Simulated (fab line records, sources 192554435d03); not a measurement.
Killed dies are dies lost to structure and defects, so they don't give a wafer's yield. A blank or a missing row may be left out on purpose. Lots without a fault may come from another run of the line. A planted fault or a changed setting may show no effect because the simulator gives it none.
Chamber matching | flow n5_finfet | N5_PMOS_HMC_CHANNEL_EPI_ETCH_38 on rie_si-03: 4 sister chambers
The step etches SiO2 in CF4, target depth 1.5 nm. 8 wafers are shown with their chamber, then 7 later ones without.

WAFERS WITH THEIR CHAMBER
wafer  | chamber | drypump_motor_current_A (A) | throttle_valve_pct (%)
L156.3 | 2       | 5.6                         | 21.61
L158.5 | 2       | 5.6                         | 21.61
L169.4 | 1       | 6.4                         | 21.67
L169.6 | 1       | 6.4                         | 21.69
L170.3 | 0       | 5.1                         | 21.99
L170.6 | 3       | 6.2                         | 22.04
L171.1 | 3       | 6.2                         | 22.04
L171.3 | 0       | 5.0                         | 22.00

WAFERS WITHOUT THEIR CHAMBER
wafer  | drypump_motor_current_A (A) | throttle_valve_pct (%)
L171.5 | 5.6                         | 21.61
L173.1 | 6.4                         | 21.68
L173.4 | 6.2                         | 22.04
L173.6 | 5.0                         | 21.99
L174.1 | 6.2                         | 22.04
L174.3 | 5.0                         | 22.00
L174.4 | 6.4                         | 21.68

WHICH CHAMBER EACH WENT THROUGH
wafer  | from the rows above | in truth
L171.5 | 2                   | 2
L173.1 | 1                   | 1
L173.4 | 3                   | 3
L173.6 | 0                   | 0
L174.1 | 3                   | 3
L174.3 | 0                   | 0
L174.4 | 1                   | 1
Placed correctly: 7 of 7. Can't be placed from these rows: 0. Placed wrongly: 0.
How it was worked out, from the rows above alone: a wafer's distance from a chamber is the root of the sum, over the readings, of the square of ((its reading less the chamber's mean) divided by the reading's scatter). The wafer belongs to the nearest chamber; if the next one is less than 2 further off, it can't be placed. A chamber's mean is the mean of its shown wafers. The scatter: the root of (the sum of the squares of (reading less its chamber's mean) over the shown wafers, divided by (wafers less chambers)).
